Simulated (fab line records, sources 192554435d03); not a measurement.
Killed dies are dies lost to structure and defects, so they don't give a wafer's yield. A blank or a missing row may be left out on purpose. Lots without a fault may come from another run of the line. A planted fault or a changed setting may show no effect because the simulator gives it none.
Which tool did it? | flow n5_finfet | 24 lots, 72 wafers sampled, at 5 steps of a route of 1938

WHAT THE GAUGES READ, wafer by wafer
N5_SD_EPI_N_EPI_MEAS_23.
lot  | measured    | on            | thk_nm (nm)
L074 | day 3 07:28 | film_metro-01 | 59.7 61.8 60.4
L075 | day 3 12:21 | film_metro-01 | 58.2 57.1 58.9
L076 | day 3 18:26 | film_metro-01 | 60.1 57.5 58.9
L077 | day 3 22:50 | film_metro-01 | 56.0 58.9 58.6
L078 | day 4 04:07 | film_metro-01 | 58.0 58.4 59.7
L079 | day 4 12:25 | film_metro-02 | 58.1 60.3 57.2
L080 | day 4 17:15 | film_metro-02 | 58.4 58.5 59.4
L081 | day 5 02:23 | film_metro-01 | 56.8 59.1 58.9
L082 | day 5 05:32 | film_metro-02 | 59.5 59.1 57.8
L083 | day 5 10:34 | film_metro-02 | 55.6 61.2 58.1
L084 | day 5 17:02 | film_metro-01 | 58.3 58.5 58.5
L085 | day 6 00:16 | film_metro-01 | 58.4 60.8 59.3
L086 | day 6 08:44 | film_metro-01 | 57.9 60.8 59.4
L087 | day 6 13:29 | film_metro-01 | 58.0 59.9 59.4
L088 | day 6 17:51 | film_metro-02 | 60.1 58.9 58.2
L089 | day 6 23:20 | film_metro-02 | 59.0 58.3 59.4
L090 | day 7 04:47 | film_metro-01 | 62.3 61.5 59.1
L091 | day 7 12:03 | film_metro-02 | 58.2 56.7 57.7
L092 | day 7 15:14 | film_metro-01 | 58.2 58.6 57.7
L093 | day 7 23:20 | film_metro-02 | 59.9 57.6 57.5
L094 | day 8 05:14 | film_metro-02 | 58.8 58.8 59.9
L095 | day 8 10:07 | film_metro-02 | 59.5 57.7 56.5
L096 | day 8 15:13 | film_metro-02 | 56.6 61.7 59.4
L097 | day 8 21:17 | film_metro-01 | 58.9 57.8 58.7

N5_ILD0_INSPECT_06: inspects for defects (darkfield).
lot  | measured    | on                | raw_defect_count
L074 | day 3 19:47 | defect_inspect-02 | 53 44 32
L075 | day 4 00:43 | defect_inspect-02 | 47 48 35
L076 | day 4 06:35 | defect_inspect-01 | 19 57 25
L077 | day 4 11:13 | defect_inspect-01 | 21 27 39
L078 | day 4 16:51 | defect_inspect-02 | 50 43 40
L079 | day 5 00:58 | defect_inspect-01 | 62 48 69
L080 | day 5 05:58 | defect_inspect-01 | 12 36 15
L081 | day 5 14:53 | defect_inspect-01 | 20 43 34
L082 | day 5 18:06 | defect_inspect-01 | 38 82 81
L083 | day 6 01:32 | defect_inspect-01 | 40 40 54
L084 | day 6 05:09 | defect_inspect-01 | 35 20 18
L085 | day 6 12:31 | defect_inspect-01 | 43 24 38
L086 | day 6 20:50 | defect_inspect-01 | 31 55 26
L087 | day 7 01:18 | defect_inspect-02 | 34 16 17
L088 | day 7 06:21 | defect_inspect-02 | 34 22 28
L089 | day 7 11:57 | defect_inspect-01 | 34 23 8
L090 | day 7 16:58 | defect_inspect-02 | 60 53 27
L091 | day 8 00:51 | defect_inspect-01 | 58 35 37
L092 | day 8 04:31 | defect_inspect-01 | 24 34 43
L093 | day 8 11:10 | defect_inspect-02 | 37 54 72
L094 | day 8 17:02 | defect_inspect-01 | 32 32 23
L095 | day 8 22:01 | defect_inspect-02 | 29 22 29
L096 | day 9 04:33 | defect_inspect-01 | 41 29 21
L097 | day 9 10:32 | defect_inspect-02 | 18 28 21

WHICH TOOL RAN EACH LOT (tool, then ch and the chambers of the sampled wafers, then the start)
lot  | N5_SD_EPI_N_LINER_46             | N5_SD_EPI_P_ETCH_37               | N5_ILD0_CMP_12
L074 | ald_sin-02 ch 1,3, day 3 07:46   | rie_diel-01 ch 1,2, day 3 08:58   | cmp-04 ch 1,2, day 3 19:30
L075 | ald_sin-02 ch 0,2, day 3 12:46   | rie_diel-02 ch 0,2,3, day 3 14:05 | cmp-04 ch 0,1, day 4 00:23
L076 | ald_sin-03 ch 0,1,2, day 3 18:53 | rie_diel-02 ch 0,2,3, day 3 19:43 | cmp-01 ch 0,2,3, day 4 06:16
L077 | ald_sin-01 ch 0,1,3, day 3 23:25 | rie_diel-02 ch 0,1,2, day 4 00:07 | cmp-04 ch 0,2,3, day 4 10:54
L078 | ald_sin-03 ch 0,1,2, day 4 04:25 | rie_diel-01 ch 1,2, day 4 05:07   | cmp-04 ch 0,1, day 4 16:32
L079 | ald_sin-03 ch 1,2, day 4 12:44   | rie_diel-02 ch 0,2, day 4 13:34   | cmp-04 ch 0,1,3, day 5 00:38
L080 | ald_sin-02 ch 0,1,2, day 4 17:54 | rie_diel-02 ch 0,2, day 4 18:37   | cmp-04 ch 0,2,3, day 5 05:41
L081 | ald_sin-02 ch 0,3, day 5 03:11   | rie_diel-06 ch 0,1,2, day 5 04:11 | cmp-03 ch 0,1,3, day 5 14:34
L082 | ald_sin-01 ch 0,1,2, day 5 05:51 | rie_diel-06 ch 0,1,2, day 5 07:01 | cmp-04 ch 1,2, day 5 17:49
L083 | ald_sin-02 ch 1,2, day 5 10:54   | rie_diel-02 ch 1,3, day 5 11:46   | cmp-03 ch 1,2,3, day 6 01:14
L084 | ald_sin-02 ch 0,1, day 5 17:20   | rie_diel-01 ch 0,1,3, day 5 18:29 | cmp-03 ch 0,2,3, day 6 04:56
L085 | ald_sin-03 ch 0,3, day 6 00:37   | rie_diel-02 ch 0,2, day 6 01:26   | cmp-01 ch 1,2,3, day 6 12:16
L086 | ald_sin-01 ch 0,1, day 6 09:02   | rie_diel-02 ch 0,1,2, day 6 10:11 | cmp-01 ch 0,2,3, day 6 20:35
L087 | ald_sin-02 ch 0,2,3, day 6 13:47 | rie_diel-06 ch 0,1,2, day 6 14:37 | cmp-03 ch 1,3, day 7 00:59
L088 | ald_sin-03 ch 0,2,3, day 6 18:11 | rie_diel-06 ch 0,1,2, day 6 19:05 | cmp-04 ch 0,2,3, day 7 06:04
L089 | ald_sin-03 ch 0,1, day 6 23:42   | rie_diel-06 ch 1,3, day 7 00:24   | cmp-01 ch 1,2, day 7 11:38
L090 | ald_sin-02 ch 1,3, day 7 05:26   | rie_diel-06 ch 0,1,2, day 7 06:16 | cmp-01 ch 0,1,3, day 7 16:40
L091 | ald_sin-01 ch 0,1,2, day 7 12:28 | rie_diel-02 ch 1,2,3, day 7 13:11 | cmp-03 ch 2,3, day 8 00:34
L092 | ald_sin-02 ch 0,1,3, day 7 15:32 | rie_diel-02 ch 0,3, day 7 16:41   | cmp-03 ch 0,2,3, day 8 04:12
L093 | ald_sin-02 ch 0,1,3, day 7 23:38 | rie_diel-02 ch 0,3, day 8 00:21   | cmp-01 ch 1,2,3, day 8 10:52
L094 | ald_sin-01 ch 0,1,3, day 8 05:32 | rie_diel-06 ch 0,1,2, day 8 06:14 | cmp-03 ch 1,2, day 8 16:45
L095 | ald_sin-02 ch 1,3, day 8 10:25   | rie_diel-01 ch 0,1,3, day 8 11:14 | cmp-01 ch 0,3, day 8 21:42
L096 | ald_sin-02 ch 0,2,3, day 8 15:43 | rie_diel-02 ch 0,2,3, day 8 16:32 | cmp-03 ch 2,3, day 9 04:14
L097 | ald_sin-02 ch 2,3, day 8 21:56   | rie_diel-06 ch 0,2,3, day 8 22:46 | cmp-01 ch 0,1,2, day 9 10:17
- N5_SD_EPI_N_LINER_46: material SiNx, target thk 3 nm.
- N5_SD_EPI_P_ETCH_37: etches SOC in N2/H2, overetch 108 nm, time 486 s.
- N5_ILD0_CMP_12: polishes SiNx, stops on poly-Si, t overpolish 6 s, target thk 17.67 nm.

WHAT THE TOOLS THEMSELVES READ (means of the sampled wafers that have a number; where no wafer has one, the mark that the record gives instead)
N5_SD_EPI_N_LINER_46.
lot  | tool       | chamber_pressure_Torr (Torr) | heater_power_outer_w (W) | heater_power_w (W)
L074 | ald_sin-02 | 1.996                        | 553                      | 916
L075 | ald_sin-02 | 1.996                        | 513                      | 861
L076 | ald_sin-03 | 1.997                        | 491                      | 777
L077 | ald_sin-01 | 1.999                        | 514                      | 880
L078 | ald_sin-03 | 1.999                        | 484                      | 783
L079 | ald_sin-03 | 2.000                        | 475                      | 776
L080 | ald_sin-02 | 1.997                        | 520                      | 872
L081 | ald_sin-02 | 1.997                        | 558                      | 899
L082 | ald_sin-01 | 1.998                        | 507                      | 815
L083 | ald_sin-02 | 2.004                        | 520                      | 863
L084 | ald_sin-02 | 2.004                        | 529                      | 880
L085 | ald_sin-03 | 1.999                        | 573                      | 883
L086 | ald_sin-01 | 1.997                        | 495                      | 808
L087 | ald_sin-02 | 1.993                        | 542                      | 873
L088 | ald_sin-03 | 2.003                        | 550                      | 851
L089 | ald_sin-03 | 1.998                        | 507                      | 829
L090 | ald_sin-02 | 2.004                        | 552                      | 921
L091 | ald_sin-01 | 2.000                        | 497                      | 815
L092 | ald_sin-02 | 2.001                        | 544                      | 914
L093 | ald_sin-02 | 1.994                        | 547                      | 907
L094 | ald_sin-01 | 2.000                        | 498                      | 858
L095 | ald_sin-02 | 2.000                        | 573                      | 908
L096 | ald_sin-02 | 1.996                        | 537                      | 884
L097 | ald_sin-02 | 1.997                        | 563                      | 873

N5_SD_EPI_P_ETCH_37.
lot  | tool        | drypump_motor_current_A (A) | h2_flow_sccm (sccm) | oes_product_au (a.u.) | rf_vpp_V (V) | showerhead_plenum_p_Torr (Torr) | throttle_valve_pct (%)
L074 | rie_diel-01 | 5.8                         | 199.8               | 0.66                  | 240.6        | 2.57                            | 24.4
L075 | rie_diel-02 | 5.7                         | 200.2               | 0.69                  | 240.1        | 2.50                            | 23.6
L076 | rie_diel-02 | 5.7                         | 199.4               | 0.69                  | 239.6        | 2.50                            | 23.6
L077 | rie_diel-02 | 6.0                         | 199.7               | 0.69                  | 239.4        | 2.46                            | 23.5
L078 | rie_diel-01 | 5.9                         | 199.8               | 0.65                  | 240.5        | 2.57                            | 24.4
L079 | rie_diel-02 | 5.8                         | 200.0               | 0.74                  | 239.5        | 2.45                            | 23.4
L080 | rie_diel-02 | 5.8                         | 199.8               | 0.73                  | 240.1        | 2.45                            | 23.4
L081 | rie_diel-06 | 5.8                         | 199.8               | 0.70                  | 241.0        | 2.62                            | 24.0
L082 | rie_diel-06 | 5.9                         | 199.3               | 0.69                  | 240.7        | 2.62                            | 24.0
L083 | rie_diel-02 | 6.1                         | 199.5               | 0.79                  | 240.6        | 2.53                            | 23.6
L084 | rie_diel-01 | 5.7                         | 199.6               | 0.74                  | 241.0        | 2.57                            | 24.1
L085 | rie_diel-02 | 5.7                         | 199.5               | 0.69                  | 240.0        | 2.42                            | 23.4
L086 | rie_diel-02 | 6.0                         | 200.3               | 0.76                  | 238.7        | 2.45                            | 23.4
L087 | rie_diel-06 | 5.8                         | 200.9               | 0.68                  | 242.2        | 2.62                            | 24.0
L088 | rie_diel-06 | 5.8                         | 200.2               | 0.68                  | 241.3        | 2.62                            | 24.0
L089 | rie_diel-06 | 6.2                         | 200.2               | 0.66                  | 241.5        | 2.63                            | 23.7
L090 | rie_diel-06 | 5.8                         | 199.7               | 0.68                  | 241.5        | 2.62                            | 24.0
L091 | rie_diel-02 | 6.0                         | 199.9               | 0.73                  | 240.9        | 2.52                            | 23.6
L092 | rie_diel-02 | 5.6                         | 200.4               | 0.63                  | 239.8        | 2.47                            | 23.5
L093 | rie_diel-02 | 5.6                         | 200.3               | 0.62                  | 240.2        | 2.54                            | 23.8
L094 | rie_diel-06 | 5.9                         | 200.3               | 0.68                  | 241.3        | 2.61                            | 24.0
L095 | rie_diel-01 | 5.7                         | 200.3               | 0.72                  | 241.0        | 2.56                            | 24.1
L096 | rie_diel-02 | 5.7                         | 200.3               | 0.66                  | 239.9        | 2.49                            | 23.6
L097 | rie_diel-06 | 6.0                         | 199.5               | 0.67                  | 241.5        | 2.60                            | 23.8

N5_ILD0_CMP_12.
lot  | tool   | motor_current_A (A) | overpolish_run_s (s) | time_to_endpoint_s (s)
L074 | cmp-04 | 10.2                | 6.004                | 27.6
L075 | cmp-04 | 10.5                | 6.008                | 25.8
L076 | cmp-01 | 9.2                 | 5.998                | 28.2
L077 | cmp-04 | 9.0                 | 6.002                | 28.2
L078 | cmp-04 | 9.8                 | 6.002                | 29.5
L079 | cmp-04 | 9.9                 | 6.002                | 25.1
L080 | cmp-04 | 9.0                 | 5.999                | 28.9
L081 | cmp-03 | 9.6                 | 6.000                | 29.8
L082 | cmp-04 | 10.4                | 5.998                | 28.2
L083 | cmp-03 | 9.1                 | 6.006                | 30.0
L084 | cmp-03 | 8.8                 | 5.997                | 25.3
L085 | cmp-01 | 9.3                 | 5.995                | 31.3
L086 | cmp-01 | 9.4                 | 6.001                | 32.1
L087 | cmp-03 | 9.5                 | 5.999                | 29.8
L088 | cmp-04 | 8.9                 | 5.987                | 28.2
L089 | cmp-01 | 9.2                 | 6.000                | 30.1
L090 | cmp-01 | 9.3                 | 6.002                | 31.2
L091 | cmp-03 | 8.9                 | 5.991                | 27.2
L092 | cmp-03 | 9.0                 | 5.994                | 30.5
L093 | cmp-01 | 9.1                 | 5.999                | 31.5
L094 | cmp-03 | 8.4                 | 5.992                | 28.9
L095 | cmp-01 | 9.2                 | 5.995                | 28.8
L096 | cmp-03 | 8.2                 | 6.003                | 26.4
L097 | cmp-01 | 9.2                 | 5.998                | 30.1

THE ANSWER, worked out from the rows above alone
Rule: what is usual is taken from the lots themselves. Put in order of their means at a reading, lots are off if they are a third of the lots or fewer, leave a main group of 4 or more, and stand apart from it by a gap of 3 or more times the standard deviation of the main group's means; of several such gaps the widest counts. A main group whose means are all the same, to the digits that the tables above print for the reading, isn't used. A lot without any number at a reading at which 4 lots or more have one is off too. The other lots that the step has rows for count as sound. The gauges are gone through in route order, then the tools' own readings, and for those a lot's mean is taken as printed above. The first step at which some lot is off is used, and at that step the reading that is off furthest; a lot without a number counts as furthest.
No lot is off at any reading shown: from this, nothing can be told.

WHAT THE SIMULATOR HAD PUT IN
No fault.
